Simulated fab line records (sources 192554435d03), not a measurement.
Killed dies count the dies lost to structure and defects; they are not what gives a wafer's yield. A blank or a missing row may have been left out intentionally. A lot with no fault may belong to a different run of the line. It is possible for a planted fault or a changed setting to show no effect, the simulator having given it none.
fab line records | flow n5_finfet
[record] lots = 7 wafers = 21 last_day = 17
route steps=1938 shown BEOL_M1@751
lots that met no fault: taken from a fault-free run of the same line
start_h: hours from the record's opening day to when the first of the lot's shown wafers began | wait_h: time in hours since the lot's previous step | " unchanged from the row above | L1.1+2: a single row standing in for several wafers | - either no value or no given start | * or withheld: withheld | < > ~ a bound
route shown NAME@n: NAME is a module with steps in the file, n the number in the route of the first one | usual: mean/standard deviation taken from wafers without a fault | same: alike in all rows | chamber/n: place in a boat | sites: each site's reading | _std_site: standard deviation across them | _edge_site: the outer-site mean with the inner-site mean subtracted | radius_mm: how far each site lies from the wafer's centre | mask NAME#n: copy n | behind: the tool/chamber that last shaped the wafer | hold: why the lot was held/for how many hours/how that ended | device: which transistor (n, p or np) failed to switch | end of line: the tests these same wafers got at the end of their route | a step given without rows: its recipe and nothing more | killed: dies lost to structure and defects at the first sort, not the wafer's yield | map: shows each die of a wafer: x if killed, . if not, _ if none is there
set.NAME: the setting that was run; set.NAME@STEP: the one run at that earlier step | model.NAME: the simulator's own value behind a step, which no gauge read
a table for each step, a row for each wafer; lots at some steps of the route
services: the hour from which a tool's chamber was out of use, counted from the record's first day as start_h (under 0 if before that day), plus the number of hours and why
[[steps]]
[step N5_BEOL_M1_ILD_DEP_00]
[recipe] material = SiOC target_thk_a = 790 temp_c = 350 precursor = DEMS/O2 pressure_torr = 5 rf_w = 500 time_s = 15.3
[usual] heater_power_w = 474/68 showerhead_plenum_p_Torr = 5.691/0.016 throttle_valve_pct = 11.7/0.52
// columns lot.wafer tool chamber start_h wait_h heater_power_w showerhead_plenum_p_Torr throttle_valve_pct
L470.3 pecvd-04 1 130.03 0.0 515 5.697 11.4
L470.4 " 1 " " 518 5.683 11.2
L470.6 " 2 " " 573 5.695 11.1
L481.1 pecvd-04 1 193.58 0.0 518 5.699 11.1
L481.2 " 0 " " 406 5.682 11.6
L481.6 " 2 " " 643 5.679 11.4
L482.2 pecvd-01 0 196.75 0.0 462 5.684 12.1
L482.3 " 1 " " 420 5.729 12.0
L482.6 " 0 " " 444 5.680 11.7
L483.1 pecvd-01 1 203.22 0.0 448 5.718 12.3
L483.4 " 0 " " 503 5.667 12.3
L483.6 " 2 " " 415 5.670 11.4
L487.1 pecvd-01 0 230.88 0.0 495 5.701 12.0
L487.2 " 1 " " 451 5.713 12.2
L487.3 " 2 " " 402 5.673 11.3
L490.4 pecvd-04 0 247.56 0.1 436 5.691 11.8
L490.5 " 1 " " 509 5.694 11.1
L490.6 " 0 " " 435 5.675 11.9
L491.2 pecvd-04 0 250.62 0.0 360 5.680 11.5
L491.5 " 0 " " 368 5.690 11.9
L491.6 " 1 " " 466 5.695 11.1
[step N5_BEOL_M1_THK_MEAS_01]
[recipe] reads = SiOC_of_BEOL_M1_ILD_DEP_00
[usual] M1_ILD_THK = 79.1/1.2
// columns lot.wafer tool chamber start_h wait_h M1_ILD_THK[nm]
L470.3 film_metro-01 - 130.10 0.1 78.0
L470.4 " - " " 80.4
L470.6 " - " " 80.5
L481.1 film_metro-02 - 193.64 0.0 80.3
L481.2 " - " " 80.8
L481.6 " - " " 80.9
L482.2 film_metro-02 - 196.81 0.1 75.8
L482.3 " - " " 76.8
L482.6 " - " " 78.3
L483.1 film_metro-01 - 203.30 0.1 78.3
L483.4 " - " " 79.4
L483.6 " - " " 80.2
L487.1 film_metro-02 - 230.94 0.0 78.1
L487.2 " - " " 77.8
L487.3 " - " " 78.6
L490.4 film_metro-01 - 247.63 0.1 80.3
L490.5 " - " " 81.0
L490.6 " - " " 80.7
L491.2 film_metro-01 - 250.70 0.1 78.9
L491.5 " - " " 80.8
L491.6 " - " " 80.1
[step N5_BEOL_M1_PECVD_72]
[recipe] material = SiO2 target_thk_a = 160 temp_c = 400 precursor = TEOS/O2 pressure_torr = 5.5 rf_w = 450 teos_flow_sccm = 53.8 gas = O2 flow_sccm = 3000 time_s = 18
[usual] heater_power_w = 724/99 showerhead_plenum_p_Torr = 8.76/0.054 throttle_valve_pct = 22.0/1.3
// columns lot.wafer tool chamber start_h wait_h heater_power_w showerhead_plenum_p_Torr throttle_valve_pct
L470.3 pecvd-01 2 130.13 0.0 596 8.71 21.1
L470.4 " 1 " " 625 8.88 22.8
L470.6 " 2 " " 599 8.69 21.1
L481.1 pecvd-03 0 193.68 0.0 841 8.81 23.2
L481.2 " 2 " " 634 8.71 20.9
L481.6 " 2 " " 653 8.71 20.6
L482.2 pecvd-04 1 196.85 0.0 733 8.74 21.2
L482.3 " 2 " " 813 8.75 20.7
L482.6 " 1 " " 764 8.76 21.0
L483.1 pecvd-04 0 203.34 0.0 665 8.72 21.8
L483.4 " 0 " " 651 8.75 21.5
L483.6 " 0 " " 660 8.73 21.5
L487.1 pecvd-03 2 230.98 0.0 641 8.75 20.9
L487.2 " 1 " " 666 8.83 24.7
L487.3 " 0 " " 860 8.81 22.9
L490.4 pecvd-01 0 247.68 0.1 718 8.75 22.5
L490.5 " 2 " " 664 8.69 21.5
L490.6 " 1 " " 657 8.91 22.5
L491.2 pecvd-01 2 250.74 0.0 625 8.70 21.3
L491.5 " 0 " " 745 8.74 22.5
L491.6 " 2 " " 609 8.70 21.3
[step N5_BEOL_M1_HM_DEP_02]
[recipe] material = TiN target_thk_a = 200 temp_c = 25 chamber_pressure_pa = 0.49996
[usual] throttle_valve_pct = 30.3/1.1
// columns lot.wafer tool chamber start_h wait_h throttle_valve_pct
L470.3 pvd_sputter-01 - 130.57 0.4 29.4
L470.4 " - " " 30.2
L470.6 " - " " 30.1
L481.1 pvd_sputter-03 - 194.24 0.5 29.1
L481.2 " - " " 31.9
L481.6 " - " " 32.8
L482.2 pvd_sputter-03 - 198.18 1.3 30.0
L482.3 " - " " 32.1
L482.6 " - " " 32.7
L483.1 pvd_sputter-03 - 203.43 0.1 28.9
L483.4 " - " " 32.6
L483.6 " - " " 30.3
L487.1 pvd_sputter-01 - 232.09 1.1 30.1
L487.2 " - " " 30.2
L487.3 " - " " 29.4
L490.4 pvd_sputter-03 - 248.22 0.5 31.6
L490.5 " - " " 32.5
L490.6 " - " " 30.1
L491.2 pvd_sputter-01 - 252.17 1.4 30.3
L491.5 " - " " 30.1
L491.6 " - " " 30.4
[step N5_BEOL_M1_COAT_61]
[recipe] resist = SOC temp_c = 250 time_s = 60 spin_rpm = 1500 resist_thk_nm = 60
[step N5_BEOL_M1_COAT_62]
[recipe] resist = SiARC temp_c = 220 time_s = 60 spin_rpm = 1500 resist_thk_nm = 12
[step N5_BEOL_M1_COAT_73]
[recipe] resist = underlayer temp_c = 205 time_s = 60 spin_rpm = 1500 resist_thk_nm = 5
[step N5_BEOL_M1_COAT_05]
[recipe] resist = CAR-EUV spin_rpm = 1500 resist_thk_nm = 30
[step N5_BEOL_M1_EBR_07]
[recipe] solvent = PGMEA ebr_width_mm = 1.5
[step N5_BEOL_M1_SOFTBAKE_06]
[recipe] temp_c = 110 time_s = 60 resist = CAR-EUV
[step N5_BEOL_M1_EXPOSE_08]
[recipe] mask_id = M1 na = 0.33 source_shape = dipole sigma_inner = 0.369 sigma_outer = 0.767 polarization = unpolarized dose_mj = 33
[step N5_BEOL_M1_PEB_09]
[recipe] peb_temp_c = 100 peb_time_s = 60 resist = CAR-EUV
[step N5_BEOL_M1_DEVELOP_10]
[recipe] develop_time_s = 30 developer = TMAH resist = CAR-EUV rinse_liquid = surfactant_rinse dry = air_spin dev_temp_c = 23
[usual] chill_plate_temp_C = 23.01/0.11 develop_time_s = 30/0
// columns lot.wafer tool chamber start_h wait_h chill_plate_temp_C develop_time_s model.CAR-EUV_of_BEOL_M1_COAT_05.thk_nm
L470.3 litho_track-02 0 130.91 - 23.07 30 29.6
L470.4 " 0 " " 22.93 30 29.8
L470.6 " 0 " " 23.13 30 29.6
L481.1 litho_track-02 - 194.70 - - - 29.8
L481.2 " - " " - - 30
L481.6 " - " " - - 30
L482.2 litho_track-04 - 198.51 - - - 30
L482.3 " - " " - - 30
L482.6 " - " " - - 30.2
L483.1 litho_track-04 - 203.88 - - - 29.8
L483.4 " - " " - - 29.8
L483.6 " - " " - - 30
L487.1 litho_track-04 0 232.42 - 22.94 30 29.6
L487.2 " 0 " " 23.07 30 29.6
L487.3 " 0 " " 22.95 30 29.6
L490.4 litho_track-04 0 248.55 - 22.94 30 29.6
L490.5 " 0 " " 23.04 30 29.6
L490.6 " 0 " " 22.93 30 29.6
L491.2 litho_track-05 0 252.63 - 22.98 30 29.6
L491.5 " 0 " " 22.86 30 29.4
L491.6 " 0 " " 23.04 30 29.6
[step N5_BEOL_M1_CD_MEAS_11]
[recipe] target_cd_nm = 17.05 landing_energy_ev = 500 detector = se_inlens polarity = opening
[usual] cd_nm = 17.09/0.23
[same] landing_energy_ev = 500
// columns lot.wafer tool chamber start_h wait_h cd_nm
L470.3 cd_sem-03 0 130.97 - 16.97
L470.4 " 0 " " 16.83
L470.6 " 0 " " 17.27
L481.1 cd_sem-02 0 194.76 - -
L481.2 " 0 " " -
L481.6 " 0 " " -
L482.2 cd_sem-02 0 198.57 - -
L482.3 " 0 " " -
L482.6 " 0 " " -
L483.1 cd_sem-02 0 203.94 - -
L483.4 " 0 " " -
L483.6 " 0 " " -
L487.1 cd_sem-01 0 232.48 - 17.01
L487.2 " 0 " " 16.96
L487.3 " 0 " " 17.05
L490.4 cd_sem-03 0 248.61 - 17.11
L490.5 " 0 " " 16.59
L490.6 " 0 " " 16.93
L491.2 cd_sem-02 0 252.68 - 17.20
L491.5 " 0 " " 17.40
L491.6 " 0 " " 17.06
[[services]]
// columns tool chamber start_h hours kind
pecvd-01 1 121.59 2.1 scheduled_down
pecvd-01 1 145.26 4.8 repair
pecvd-04 - 147.46 1.8 repair
pvd_sputter-03 - 168.44 10.5 repair
pecvd-03 1 182.27 23.1 repair
pecvd-04 1 199.92 5.5 scheduled_down
pecvd-03 - 204.38 14.6 pm
pecvd-04 2 239.49 10.0 repair
pecvd-04 2 249.51 2.1 scheduled_down
pecvd-03 2 250.98 2.1 scheduled_down
[[key]]
[first_sign] step = N5_BEOL_M1_DEVELOP_10 reading = tool_record direction = missing
effect none on later readings
[model_effect] step = N5_BEOL_M1_DEVELOP_10 value = CAR-EUV_of_BEOL_M1_COAT_05.thk_nm without = 29.49 struck = 29.96
met_at N5_BEOL_M1_DEVELOP_10
struck_wafers L481.1,L481.2,L481.6,L482.2,L482.3,L482.6,L483.1,L483.4,L483.6
later_rows_left_out L481.1,L481.2,L481.6,L482.2,L482.3,L482.6,L483.1,L483.4,L483.6
sort_left_out L481.1,L481.2,L481.6,L482.2,L482.3,L482.6,L483.1,L483.4,L483.6
onset_between 130.91 194.70
[fault] kind = skipped_step_whole tool = litho_track-02,litho_track-04 chamber = - onset_h = 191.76 steps = N5_BEOL_M1_DEVELOP_10 scope = struck_lots_only
// sort_left_out: the simulated sort isn't trusted on such a fault, so these wafers' sort isn't shown, and their yield isn't known
// later_rows_left_out: the simulator's readings of these wafers behind a module that went badly wrong aren't trusted and aren't shown, but for the sort
